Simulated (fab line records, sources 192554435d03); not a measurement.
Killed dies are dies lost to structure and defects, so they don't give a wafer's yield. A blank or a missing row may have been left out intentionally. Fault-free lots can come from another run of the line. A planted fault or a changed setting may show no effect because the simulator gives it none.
fab line records	flow n5-finfet
[record] lots = 13	wafers = 31	last-day = 16
route steps=1938 shown BEOL_M4@1111 BEOL_M8@1367 BEOL_M9@1404 PASSIVATION@1936
lots that met no fault: taken from a fault-free run of the same line
start-h: start of the lot's first displayed wafer, in hours after the record's first day	wait-h: hours since the lot's step before	" the same as in the row above	L1.1+2: several wafers, shown together as one row	- no value present, or no start provided	* or withheld: withheld	< > ~ a bound
route shown NAME@n: NAME is a module with steps in the file, n the number in the route of the first one	usual: average and standard deviation across the fault-free wafers	same: alike in all rows	chamber/n: place in a boat	sites: each site's reading	_std_site: standard deviation across them	_edge_site: mean of outer sites minus mean of inner sites	radius-mm: for every site, how far away it sits from the centre of the wafer	mask NAME#n: copy n	behind: the tool/chamber that last shaped the wafer	hold: why the lot went on hold/how many hours it stayed there/how the hold came to an end	device: the n, p or np transistor that did not switch	end of line: the route-end tests of the same wafers	step lacking rows: just its recipe	killed: dies that structure and defects cost at the first sort, which is not the same as the wafer's yield	map: a wafer's dies, marking killed ones x, the rest . and places with no die _
set.NAME: setting as actually run; set.NAME@STEP: the setting as run at that earlier step	model.NAME: the simulator's own value behind a step, which no gauge read
steps of the route over a sample of lots; a table a step, a row a wafer
services: from which hour (start-h, from the record's first day; less than 0 if before it) a tool's chamber was out of use, for how many hours, and why
[[steps]]
[step N5_BEOL_M4_RC_MEAS_101]
[usual] DIBL_N = 36.0/1.9	DIBL_P = 35.6/2.4	IOFF_N = 0.16/0.036	IOFF_P = 0.21/0.04	ION_N = 673/14	ION_P = 460/8.9	SS_N = 71.5/0.67	SS_P = 73.2/0.73	VT_N = 249/3.6	VT_P = -250/3.7
lot.wafer	tool	chamber	start-h	wait-h	DIBL_N[mV/V]	DIBL_P[mV/V]	IOFF_N[nA/um]	IOFF_P[nA/um]	ION_N[uA/um]	ION_P[uA/um]	SS_N[mV/dec]	SS_P[mV/dec]	VT_N[mV]	VT_P[mV]
L424.4	prober-02	0	169.38	0.5	35.0	35.2	0.15	0.16	683	458	72.3	72.4	252	-255
L424.5	"	0	"	"	31.5	31.6	0.10	0.12	661	449	70.8	71.6	259	-261
L424.6	"	0	"	"	34.7	35.5	0.14	0.16	668	456	71.4	72.9	252	-256
L426.3	prober-02	0	189.14	0.3	34.4	32.6	0.13	0.18	668	460	70.8	73.0	253	-249
L426.6	"	0	"	"	36.4	34.7	0.14	0.20	657	455	71.3	73.0	256	-248
L429.3	prober-02	0	193.70	0.3	36.6	37.3	0.16	0.23	659	465	71.3	73.2	249	-249
L429.5	"	0	"	"	34.7	34.8	0.13	0.19	662	457	70.4	72.6	254	-251
L430.1	prober-02	0	200.89	0.0	36.5	36.3	0.15	0.19	666	454	71.7	73.6	250	-254
L430.6	"	0	"	"	36.1	36.6	0.15	0.20	663	454	72.0	73.5	250	-251
L431.1	prober-01	0	211.33	0.0	37.1	38.2	0.20	0.28	693	476	72.1	73.3	245	-243
L431.3	"	0	"	"	36.2	34.7	0.17	0.22	663	459	71.8	72.7	248	-247
L432.4	prober-01	0	218.89	0.5	37.1	36.2	0.19	0.24	695	478	71.9	72.7	241	-245
L432.5	"	0	"	"	35.8	35.0	0.17	0.23	701	485	71.5	73.0	244	-247
L433.2	prober-01	0	221.77	0.2	36.5	35.0	0.15	0.19	648	445	72.1	73.2	252	-253
L433.3	"	0	"	"	36.0	36.1	0.15	0.20	683	468	71.6	72.8	249	-253
L433.6	"	0	"	"	36.5	35.3	0.16	0.19	658	447	71.5	73.2	249	-251
L434.2	prober-01	0	227.67	0.2	35.5	35.0	0.14	0.18	663	460	71.0	72.9	250	-253
L434.5	"	0	"	"	33.9	32.8	0.11	0.15	653	453	70.6	72.7	255	-254
L435.2	prober-01	0	231.46	0.2	37.1	36.9	0.19	0.23	683	465	71.3	74.6	246	-250
L435.3	"	0	"	"	40.2	39.4	0.22	0.28	673	464	71.7	74.8	246	-246
L435.6	"	0	"	"	37.7	37.0	0.19	0.22	681	464	71.9	74.1	247	-247
L436.5	prober-01	0	246.74	0.6	33.4	31.9	0.10	0.16	642	451	70.7	71.4	256	-256
L436.6	"	0	"	"	35.2	34.6	0.15	0.19	674	461	70.6	73.1	249	-252
L437.1	prober-02	0	257.32	0.0	32.8	33.5	0.12	0.15	679	457	70.1	71.7	250	-257
L437.5	"	0	"	"	37.4	37.4	0.19	0.21	688	459	71.7	73.4	244	-252
L442.2	prober-02	0	276.21	0.2	34.6	35.0	0.15	0.19	677	467	71.4	73.3	249	-251
L442.3	"	0	"	"	33.1	32.2	0.11	0.15	664	461	70.9	72.4	254	-255
L442.4	"	0	"	"	36.2	36.5	0.16	0.21	672	468	71.1	73.8	249	-249
L441.1	prober-02	0	281.37	0.0	31.0	30.6	0.10	0.15	662	456	69.6	72.0	257	-254
L441.2	"	0	"	"	36.8	37.6	0.19	0.26	685	464	71.5	73.7	245	-248
L441.4	"	0	"	"	35.1	34.8	0.15	0.21	665	453	71.4	73.8	251	-249
[step N5_BEOL_M8_INSPECT_30]
[recipe] mode = adi	inspect-instrument = brightfield
[usual] raw-defect-count = 410/110
lot.wafer	tool	chamber	start-h	wait-h	raw-defect-count
L424.4	defect-inspect-01	-	205.15	0.0	412
L424.5	"	-	"	"	326
L424.6	"	-	"	"	454
L426.3	defect-inspect-01	-	226.61	0.0	393
L426.6	"	-	"	"	411
L429.3	defect-inspect-02	-	230.05	0.0	381
L429.5	"	-	"	"	401
L430.1	defect-inspect-01	-	234.15	0.1	477
L430.6	"	-	"	"	449
L431.1	defect-inspect-02	-	251.71	0.1	493
L431.3	"	-	"	"	448
L432.4	defect-inspect-02	-	254.70	0.0	318
L432.5	"	-	"	"	398
L433.2	defect-inspect-01	-	255.61	0.0	452
L433.3	"	-	"	"	724
L433.6	"	-	"	"	489
L435.2	defect-inspect-02	-	261.84	0.0	478
L435.3	"	-	"	"	309
L435.6	"	-	"	"	276
L434.2	defect-inspect-02	-	261.93	0.0	266
L434.5	"	-	"	"	231
L436.5	defect-inspect-02	-	277.96	0.0	200
L436.6	"	-	"	"	339
L437.1	defect-inspect-02	-	287.30	0.1	581
L437.5	"	-	"	"	642
L442.2	defect-inspect-01	-	307.40	0.0	452
L442.3	"	-	"	"	553
L442.4	"	-	"	"	469
L441.1	defect-inspect-02	-	312.94	0.1	465
L441.2	"	-	"	"	329
L441.4	"	-	"	"	378
[step N5_BEOL_M8_OCD_MEAS_38]
[usual] trench-depth-nm = 93.1/2.3
lot.wafer	tool	chamber	start-h	wait-h	trench-depth-nm
L424.4	ocd-02	-	205.62	-	87.0
L424.5	"	-	"	"	95.3
L424.6	"	-	"	"	95.9
L426.3	ocd-02	-	227.07	-	90.3
L426.6	"	-	"	"	93.1
L429.3	ocd-01	-	230.64	-	93.1
L429.5	"	-	"	"	93.3
L430.1	ocd-01	-	234.61	-	93.2
L430.6	"	-	"	"	90.9
L431.1	ocd-01	-	252.17	-	89.7
L431.3	"	-	"	"	93.2
L432.4	ocd-01	-	255.17	-	93.0
L432.5	"	-	"	"	95.6
L433.2	ocd-01	-	256.08	-	94.5
L433.3	"	-	"	"	91.9
L433.6	"	-	"	"	95.9
L435.2	ocd-01	-	262.43	-	91.3
L435.3	"	-	"	"	94.0
L435.6	"	-	"	"	90.7
L434.2	ocd-01	-	262.85	-	95.5
L434.5	"	-	"	"	95.3
L436.5	ocd-01	-	278.42	-	93.2
L436.6	"	-	"	"	95.4
L437.1	ocd-01	-	287.76	-	94.5
L437.5	"	-	"	"	94.6
L442.2	ocd-02	-	307.87	-	96.0
L442.3	"	-	"	"	90.9
L442.4	"	-	"	"	93.4
L441.1	ocd-02	-	313.72	-	91.3
L441.2	"	-	"	"	91.8
L441.4	"	-	"	"	96.4
[step N5_BEOL_M8_DEGAS_44]
[recipe] ambient = vacuum	temp-c = 250	time-s = 60
[usual] heater-power-w = 341/34
lot.wafer	tool	chamber	start-h	wait-h	heater-power-w
L424.4	pvd-sputter-02	-	206.19	0.2	327
L424.5	"	-	"	"	287
L424.6	"	-	"	"	342
L426.3	pvd-sputter-02	-	227.59	0.2	307
L426.6	"	-	"	"	302
L429.3	pvd-sputter-01	-	231.48	0.5	348
L429.5	"	-	"	"	300
L430.1	pvd-sputter-02	-	235.28	0.3	312
L430.6	"	-	"	"	330
L431.1	pvd-sputter-02	-	253.70	1.2	347
L431.3	"	-	"	"	302
L432.4	pvd-sputter-01	-	256.32	0.8	400
L432.5	"	-	"	"	401
L433.2	pvd-sputter-01	-	256.62	0.2	303
L433.3	"	-	"	"	324
L433.6	"	-	"	"	311
L435.2	pvd-sputter-01	-	263.06	0.3	402
L435.3	"	-	"	"	320
L435.6	"	-	"	"	303
L434.2	pvd-sputter-02	-	263.88	0.6	302
L434.5	"	-	"	"	321
L436.5	pvd-sputter-01	-	279.44	0.2	325
L436.6	"	-	"	"	371
L437.1	pvd-sputter-03	-	290.26	2.3	350
L437.5	"	-	"	"	408
L442.2	pvd-sputter-01	-	309.48	1.3	396
L442.3	"	-	"	"	366
L442.4	"	-	"	"	314
L441.1	pvd-sputter-01	-	314.42	0.5	398
L441.2	"	-	"	"	318
L441.4	"	-	"	"	303
[step N5_BEOL_M9_PECVD_70]
[recipe] material = SiO2	target-thk-a = 200	temp-c = 400	precursor = TEOS/O2	pressure-torr = 5.5	rf-w = 450	teos-flow-sccm = 53.8	gas = O2	flow-sccm = 3000	time-s = 22.7
[usual] chamber-pressure-Torr = 5.498/0.012	heater-power-outer-w = 415/63	heater-power-w = 693/86	showerhead-plenum-p-Torr = 8.77/0.053	throttle-valve-pct = 22.8/0.73
lot.wafer	tool	chamber	start-h	wait-h	chamber-pressure-Torr	heater-power-outer-w	heater-power-w	showerhead-plenum-p-Torr	throttle-valve-pct
L424.4	pecvd-04	1	208.80	0.1	5.515	506	822	8.82	22.4
L424.5	"	2	"	"	5.494	381	636	8.74	23.0
L424.6	"	1	"	"	5.510	515	831	8.82	22.3
L426.3	pecvd-04	1	229.94	0.0	5.489	444	731	8.83	22.3
L426.6	"	0	"	"	5.510	364	629	8.73	23.2
L429.3	pecvd-03	0	234.90	0.0	5.507	375	644	8.83	24.1
L429.5	"	1	"	"	5.488	432	702	8.67	22.8
L430.1	pecvd-03	1	238.56	0.0	5.511	443	716	8.70	22.9
L430.6	"	2	"	"	5.510	290	549	8.77	21.7
L431.1	pecvd-04	1	257.60	0.0	5.502	481	787	8.83	22.0
L431.3	"	2	"	"	5.489	421	681	8.73	22.9
L432.4	pecvd-04	0	258.82	0.1	5.509	375	620	8.73	23.0
L432.5	"	2	"	"	5.477	433	695	8.74	23.0
L433.2	pecvd-04	2	259.23	0.0	5.491	413	691	8.75	22.9
L433.3	"	0	"	"	5.502	310	548	8.74	23.6
L433.6	"	0	"	"	5.495	316	562	8.77	23.0
L435.2	pecvd-03	1	265.39	0.0	5.486	405	671	8.71	23.0
L435.3	"	0	"	"	5.517	315	573	8.86	24.2
L435.6	"	0	"	"	5.508	306	561	8.84	24.3
L434.2	pecvd-04	0	266.46	0.0	5.503	373	648	8.75	23.0
L434.5	"	1	"	"	5.509	426	734	8.84	22.3
L436.5	pecvd-02	1	281.73	0.1	5.490	459	736	8.73	22.6
L436.6	"	2	"	"	5.503	353	637	8.70	21.0
L437.1	pecvd-04	2	292.53	0.0	5.498	452	749	8.72	23.2
L437.5	"	2	"	"	5.503	467	749	8.74	23.1
L442.2	pecvd-02	2	312.02	0.0	-	-	-	-	-
L442.3	"	0	"	"	-	-	-	-	-
L442.4	"	2	"	"	-	-	-	-	-
L441.1	pecvd-02	0	318.13	0.0	-	-	-	-	-
L441.2	"	1	"	"	-	-	-	-	-
L441.4	"	0	"	"	-	-	-	-	-
[step N5_PASSIVATION_PROBE_49]
[usual] defect-limited-yield = 91.2/1.4	killed_at_M0_to_M3 = 32/9.3	killed_at_M4_up = 14/4.9	killed-at-contacts = 15/7.5	killed-at-front-end = 40/11	killed-at-other = 4/3.3	killed-dies = 104/17	killed-on-rim = 13/4.2	killed-open = 68/14	killed-short = 33/7.9	sort_bin_5_function = 5.2/0.99	sort_bin_6_memory = 3.2/0.65	sort_bin_8_speed = 0.03/0.19	sort-n-pass = 1076/17	sort-yield-pct = 91.1/1.5
[same] gross-dies = 1180	killed-at-back-side = 0	sort_bin_4_leakage[%] = 0
lot.wafer	tool	chamber	start-h	wait-h	defect-limited-yield[%]	killed_at_M0_to_M3	killed_at_M4_up	killed-at-contacts	killed-at-front-end	killed-at-other	killed-dies	killed-on-rim	killed-open	killed-short	sort_bin_5_function[%]	sort_bin_6_memory[%]	sort_bin_8_speed[%]	sort-n-pass	sort-yield-pct[%]
L424.4	prober-01	-	272.95	0.2	91.9	18	25	20	26	7	96	10	67	29	4.8	3.2	0	1084	91.9
L424.5	prober-01	-	273.00	0.2	92.3	34	16	13	27	1	91	11	64	27	4.2	3.1	0	1089	92.3
L424.6	prober-01	-	273.05	0.3	93.9	26	11	7	27	1	72	7	54	17	3.9	1.9	0	1108	93.9
L426.3	prober-02	-	287.91	0.1	90.7	48	9	34	17	2	110	15	69	41	5.7	3.3	0	1070	90.7
L426.6	prober-02	-	288.06	0.3	92.0	29	13	14	36	2	94	12	57	37	4.6	3.3	0	1086	92.0
L442.2	prober-02	-	374.98	0.1	63.6	25	338	17	47	3	430	108	77	21	33.2	3.1	0	750	63.6
L442.3	prober-02	-	375.03	0.1	63.5	23	362	1	43	2	431	102	58	21	33.6	2.5	0	749	63.5
L442.4	prober-02	-	375.08	0.2	64.7	24	331	6	54	2	417	106	70	21	32.6	2.5	0	763	64.7
L441.1	prober-02	-	378.42	0.0	63.1	38	331	19	46	2	436	116	82	36	33.0	3.6	0	744	63.1
L441.2	prober-02	-	378.47	0.1	62.0	34	357	12	42	3	448	109	77	28	34.7	3.3	0	732	62.0
L441.4	prober-02	-	378.57	0.2	63.9	33	331	12	46	4	426	113	66	36	32.4	3.4	0	754	63.9
// killed by level:class
L424.4 MOL_CONTACT_COAG:geometric-particle:open=18 BEOL_M4:geometric-particle:open=12 STI_FIN_REVEAL:geometric-particle:open=8 BEOL_M0_SAQP:geometric-particle:short=6 BEOL_M5:geometric-particle:open=6 BEOL_M0_SAQP:geometric-particle:open=4 STARTING-WAFER:geometric-particle:short=4 BEOL_M0:geometric-particle:open=3
L424.5 BEOL_M1:geometric-particle:open=10 MOL_CONTACT_COAG:geometric-particle:open=9 FIN_SAQP:geometric-particle:open=6 STI_FIN_REVEAL:geometric-particle:open=6 BEOL_M0:geometric-particle:open=6 BEOL_M0_SAQP:geometric-particle:open=5 BEOL_M4:geometric-particle:open=5 MOL_CONTACT_COAG:geometric-particle:short=4
L424.6 BEOL_M1:geometric-particle:open=10 STI_FIN_REVEAL:geometric-particle:open=9 MOL_CONTACT_COAG:geometric-particle:open=7 BEOL_M0_SAQP:geometric-particle:open=7 FIN_SAQP:geometric-particle:open=4 BEOL_M5:geometric-particle:open=4 STARTING-WAFER:geometric-particle:short=3 FIN_SAQP:geometric-particle:short=2
L426.3 MOL_CONTACT_COAG:geometric-particle:open=29 BEOL_M0_SAQP:geometric-particle:open=16 BEOL_M0_SAQP:geometric-particle:short=15 MOL_CONTACT_COAG:geometric-particle:short=5 FIN_SAQP:geometric-particle:short=4 BEOL_M1:geometric-particle:short=4 BEOL_M2:geometric-particle:open=4 FIN_SAQP:geometric-particle:open=3
L426.6 MOL_CONTACT_COAG:geometric-particle:open=13 FIN_SAQP:geometric-particle:open=8 BEOL_M1:geometric-particle:short=8 GATE_CUT:geometric-particle:short=6 BEOL_M0_SAQP:geometric-particle:open=6 GATE_CUT:geometric-particle:open=5 BEOL_M2:geometric-particle:open=5 STARTING-WAFER:geometric-particle:short=5
L442.2 BEOL_M9:area-pecvd=332 FIN_SAQP:geometric-particle:open=13 STI_FIN_REVEAL:geometric-particle:open=12 MOL_CONTACT_COAG:geometric-particle:open=10 MOL_CONTACT_COAG:geometric-particle:short=7 DUMMY_GATE:geometric-particle:open=7 BEOL_M2:geometric-particle:open=6 BEOL_M1:geometric-particle:open=5
L442.3 BEOL_M9:area-pecvd=349 FIN_SAQP:geometric-particle:open=10 DUMMY_GATE:geometric-particle:open=6 BEOL_M1:geometric-particle:open=5 STI_FIN_REVEAL:geometric-particle:open=4 DUMMY_GATE:geometric-particle:short=4 GATE_CUT:geometric-particle:short=4 BEOL_M0_SAQP:geometric-particle:open=4
L442.4 BEOL_M9:area-pecvd=322 FIN_SAQP:geometric-particle:open=12 DUMMY_GATE:geometric-particle:open=10 STI_FIN_REVEAL:geometric-particle:open=8 BEOL_M3:geometric-particle:open=8 MOL_CONTACT_COAG:geometric-particle:open=6 FIN_SAQP:geometric-particle:short=4 GATE_CUT:geometric-particle:open=4
L441.1 BEOL_M9:area-pecvd=317 MOL_CONTACT_COAG:geometric-particle:open=14 DUMMY_GATE:geometric-particle:open=10 BEOL_M0_SAQP:geometric-particle:open=9 BEOL_M4:geometric-particle:open=7 BEOL_M3:geometric-particle:open=7 STI_FIN_REVEAL:geometric-particle:open=6 GATE_CUT:geometric-particle:open=6
L441.2 BEOL_M9:area-pecvd=343 FIN_SAQP:geometric-particle:open=10 MOL_CONTACT_COAG:geometric-particle:open=10 STI_FIN_REVEAL:geometric-particle:open=9 DUMMY_GATE:geometric-particle:open=9 BEOL_M0_SAQP:geometric-particle:short=8 BEOL_M2:geometric-particle:open=8 BEOL_M4:geometric-particle:open=7
L441.4 BEOL_M9:area-pecvd=322 DUMMY_GATE:geometric-particle:open=9 FIN_SAQP:geometric-particle:open=8 MOL_CONTACT_COAG:geometric-particle:open=8 STI_FIN_REVEAL:geometric-particle:open=7 BEOL_M0_SAQP:geometric-particle:short=7 BEOL_M2:geometric-particle:open=7 BEOL_M0_SAQP:geometric-particle:open=6
[[services]]
tool	chamber	start-h	hours	kind
pecvd-04	0	193.65	15.3	repair
pecvd-03	2	194.62	2.1	scheduled-down
pecvd-02	2	202.38	-	clean
pecvd-02	2	202.38	-	consumable-replace:showerhead
pecvd-02	2	202.38	29.0	scheduled-down
pecvd-02	2	202.38	29.0	vent-cycle
pecvd-03	0	235.17	7.8	repair
pecvd-02	-	236.17	23.9	repair
pecvd-04	1	244.42	4.1	repair
pecvd-02	1	288.13	5.0	repair
pecvd-03	2	292.78	6.0	repair
pecvd-03	2	304.69	5.5	scheduled-down
pecvd-02	2	313.28	5.5	scheduled-down
[[key]]
[first-sign] step = N5_BEOL_M9_PECVD_70	reading = tool-record	direction = missing
[effect] step = N5_PASSIVATION_PROBE_49	reading = killed_at_M4_up	direction = up	sigmas = 67	usual = 14	struck = 342
[more-kills-born-at] N5_BEOL_M9_PECVD_70@pecvd-02 = 1985
met-at N5_BEOL_M9_PECVD_70
struck-lots L441,L442
not-acting-at N5_BEOL_M8_INSPECT_30,N5_BEOL_M8_OCD_MEAS_38,N5_BEOL_M8_DEGAS_44
onset-between 281.73 312.02
[fault] kind = skipped-step-whole	tool = pecvd-02	chamber = -	onset-h = 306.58	steps = N5_BEOL_M9_PECVD_70	scope = struck-lots-only
